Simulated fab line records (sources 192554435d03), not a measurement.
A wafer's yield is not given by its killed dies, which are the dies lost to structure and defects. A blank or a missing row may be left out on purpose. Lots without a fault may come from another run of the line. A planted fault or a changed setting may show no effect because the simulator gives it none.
Lot-split experiment    flow n5 finfet    21 wafers read across 7 lots, on a route 1938 steps long

== ON THE SPLIT ==
At N5_BEOL_M9_ETCH_66 (etches SOC in N2/H2, target depth 80 nm, overetch 16 nm, time 120 s), the setting time s was moved away from the recipe's 120 s on 8 of the 21 wafers read, by -20.2% to +19.7%. The other wafers ran this setting at the recipe's value.

Reading taken at the split's own step.

== THE READING ==
SiARC_of_BEOL_M9_COAT_64.thk nm (the simulator's own value, which no gauge read), in nm, at N5_BEOL_M9_ETCH_66 (etches SOC in N2/H2, target depth 80 nm, overetch 16 nm, time 120 s). There is no usual value for it anywhere in the file. Average 6.3 nm, standard deviation 0.19 nm, over the 13 wafers here run with the recipe.

wafer   tool, chamber at the split  time s as run, s  against the recipe  SiARC_of_BEOL_M9_COAT_64.thk nm, nm  against lot-mates on the recipe
L075.2  rie diel-04, 0              120               recipe              6.2                                  -
L075.5  rie diel-04, 1              120               recipe              6                                    -
L075.6  rie diel-04, 2              104.6             -12.8%              7.2                                  +1.1
L081.2  rie diel-01, 0              143.6             +19.7%              5.4                                  -1.0
L081.3  rie diel-01, 2              143.6             +19.7%              5.6                                  -0.8
L081.6  rie diel-01, 0              120               recipe              6.4                                  -
L083.1  rie diel-04, 1              98.96             -17.5%              7.2                                  +1.0
L083.4  rie diel-04, 3,0            120               recipe              6.2                                  -
L083.5  rie diel-04, 3,0            120               recipe              6.2                                  -
L085.2  rie diel-04, 3,0            120               recipe              6.2                                  -
L085.6  rie diel-04, 3,0            120               recipe              6.2                                  -
L085.5  rie diel-04, 3              120               recipe              6.4                                  -
L087.3  rie diel-03, 2              120               recipe              6.6                                  -
L087.5  rie diel-03, 3              120               recipe              6.4                                  -
L087.6  rie diel-03, 0              95.79             -20.2%              7.8                                  +1.3
L094.3  rie diel-04, 1              100.9             -15.9%              7                                    +1.0
L094.5  rie diel-04, 0              100.9             -15.9%              7.2                                  +1.2
L094.6  rie diel-04, 3              120               recipe              6                                    -
L095.1  rie diel-03, 2              102.8             -14.3%              7.4                                  +0.9
L095.4  rie diel-03, 2              120               recipe              6.6                                  -
L095.5  rie diel-03, 1              120               recipe              6.4                                  -
The file does not say which wafer passed through which chamber wherever a row lists several chambers: such a row stands for several wafers.

THE FIT
A straight line over all 21 wafers: SiARC_of_BEOL_M9_COAT_64.thk nm changes by -0.0537 nm for each +1% of time s; r = -0.94; the points scatter about the line by 0.22 nm.
The same after taking each lot's own level away (the mean of its wafers on the recipe; 21 wafers): -0.0581 nm for each +1%; r = -0.98; scatter 0.14 nm.
On that fit, the largest move of time s shifts the reading by 1.2 nm.
Measured against the standard deviation above, the lots' own levels, which go from 6.00 to 6.50 nm, span 2.7 times it.
Hence the lot-to-lot level has little effect on the slope; both slopes agree.
Check: for one of the wafers moved furthest among these (-20.2%), held out of the fit, the line's prediction against its lot-mates is +1.22 nm. It came out at +1.3 nm against them.

== FURTHER SPLITS ON THESE WAFERS ==
Before the reading, these wafers also passed through other splits. Each is held against what the fit with the lots' levels taken away leaves over:
other split on the same wafers      wafers away from the commonest value  r with SiARC_of_BEOL_M9_COAT_64.thk nm (lot level and that fit taken away)
N5_BEOL_M6_ILD_DEP_00 time s        6                                     +0.19
N5_BEOL_M6_TRENCH_ETCH_37 source w  6                                     -0.07
N5_BEOL_M8_PECVD_70 temp c          9                                     -0.12
N5_BEOL_M8_VIA_ETCH_34 source w     7                                     +0.02
N5_BEOL_M8_TRENCH_ETCH_37 time s    6                                     +0.42

== THE FILE'S OWN FIT ==
SiARC_of_BEOL_M9_COAT_64.thk nm changes by -0.0615 nm for each +1% of time s, r = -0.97.
